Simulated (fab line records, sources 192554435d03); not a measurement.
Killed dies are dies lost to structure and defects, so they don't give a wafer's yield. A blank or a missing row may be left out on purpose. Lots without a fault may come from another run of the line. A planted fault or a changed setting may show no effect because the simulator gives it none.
A struck lot beside a sound one | flow n5_finfet | 16 steps out of a route of 1938
Sound: wafers L502.3, L502.4, L502.5. Struck: wafer L516.4. (L516.1 of the same lot was not struck and is left out.) The cause comes at the end.
At each step with rows: each side's tool, then ch and its chambers, then its first start. Under that, the readings that differ: sound wafers | struck wafers | difference of the means | sigmas: that difference in standard deviations of wafers without a fault.
alike: readings whose means differ by less than 2 such deviations, and words and numbers that are the same on both sides. not compared: withheld readings, readings that some wafer has no value for, bounds like >300 that may hide the same value, and numbers for which the record gives no deviation and whose values overlap.
The two part at a step that has a row with sigmas, a row that says differs or no value, or rows on one side only. Numbers that don't overlap but have no deviation are shown without sigmas and don't part them. A reading that every wafer of one side lacks parts them only if that side has two wafers or more.

first, 7 steps without rows for these wafers: N5_BEOL_M4_COAT_76 (time 60 s, resist thk 5 nm); N5_BEOL_M4_COAT_22 (resist thk 30 nm); N5_BEOL_M4_EBR_24; N5_BEOL_M4_SOFTBAKE_23 (time 60 s); N5_BEOL_M4_EXPOSE_25 (exposes mask V3, defocus 5 nm); N5_BEOL_M4_PEB_26 (peb time 60 s); N5_BEOL_M4_DEVELOP_27 (develop time 30 s).
N5_BEOL_M4_CD_MEAS_28: target cd 26.2 nm, target cd y 24.1 nm.
  sound on cd_sem-02 ch 0, day 8 03:51; struck on cd_sem-02 ch 0, day 12 09:56
  alike: cd_nm
N5_BEOL_M4_OVL_MEAS_29:
  sound on overlay-01 ch 0, day 8 03:53; struck on overlay-01 ch 0, day 12 09:58
  alike: V3_OVL
N5_BEOL_M4_INSPECT_30: inspects for defects (brightfield).
  sound on defect_inspect-01, day 8 03:56; struck on defect_inspect-01, day 12 10:02
  alike: raw_defect_count
N5_BEOL_M4_DESCUM_33: chemistry O2, time 7 s.
  sound on rie_diel-01 ch 0,1,3, day 8 03:58; struck on rie_diel-01 ch 1, day 12 10:04
  alike: chamber_pressure_mTorr, drypump_motor_current_A, oes_product_au, rf_vpp_V, showerhead_plenum_p_Torr, throttle_valve_pct
  not compared: rf_hours_counter_h
N5_BEOL_M4_ETCH_77: etches underlayer in N2/H2, target depth 6.5 nm, time 5.2 s.
  sound on rie_diel-01 ch 0,1,3, day 8 04:00; struck on rie_diel-01 ch 1, day 12 10:06
  alike: chamber_pressure_mTorr, drypump_motor_current_A, etch_rf_on_time_s, n2_flow_sccm, oes_product_au, rf_vpp_V, showerhead_plenum_p_Torr, throttle_valve_pct
  not compared: rf_hours_counter_h
N5_BEOL_M4_ETCH_69: etches SiARC in CF4, target depth 15.6 nm, time 26 s.
  sound on rie_diel-01 ch 0,1,3, day 8 04:01; struck on rie_diel-01 ch 1, day 12 10:07
  reading               | sound          | struck | difference | sigmas
  etch_rf_on_time_s (s) | 26.5 26.5 26.8 | 16.2   | -10.4      | -15
  alike: chamber_pressure_mTorr, drypump_motor_current_A, oes_product_au, rf_vpp_V, showerhead_plenum_p_Torr, throttle_valve_pct
  not compared: rf_hours_counter_h
N5_BEOL_M4_ALD_98: deposits SiO2, target thk 2.5 nm, pulse time 1 s, co reactant pulse time 1 s.
  sound on ald_sin-02 ch 1,2, day 8 04:06; struck on ald_sin-01 ch 0, day 12 10:12
  alike: heater_power_w, precursor_pulse_height_rel
N5_BEOL_M4_RC_MEAS_101:
  sound on prober-01 ch 0, day 8 11:48; struck on prober-02 ch 0, day 12 16:01
  alike: DIBL_N, DIBL_P, IOFF_N, IOFF_P, ION_N, ION_P, SS_N, SS_P, VT_N, VT_P
-- the record jumps here: 4 days lie between the struck wafers' starts before and after (it left off in module BEOL_M4 and takes up again in module PASSIVATION, whose first step shown is number 1936 of the route) --
N5_PASSIVATION_PROBE_49:
  sound on prober-01, day 12 18:14; struck on prober-01, day 16 23:15
  reading             | sound    | struck | difference | sigmas
  killed_at_front_end | 42 38 56 | 74     | +29        | +3
  alike: defect_limited_yield, killed_at_M0_to_M3, killed_at_M4_up, killed_at_contacts, killed_at_other, killed_dies, killed_open, killed_short, sort_bin_5_function, sort_bin_6_memory, sort_n_pass, sort_yield_pct

WHERE THEY PART
First at N5_BEOL_M4_ETCH_69; last, within this record, at N5_PASSIVATION_PROBE_49.

WHY: what the simulator had put in
Process parameter drift: rie_diel-01, from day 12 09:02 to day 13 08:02, at N5_BEOL_M4_ETCH_69. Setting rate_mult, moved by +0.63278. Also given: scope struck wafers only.
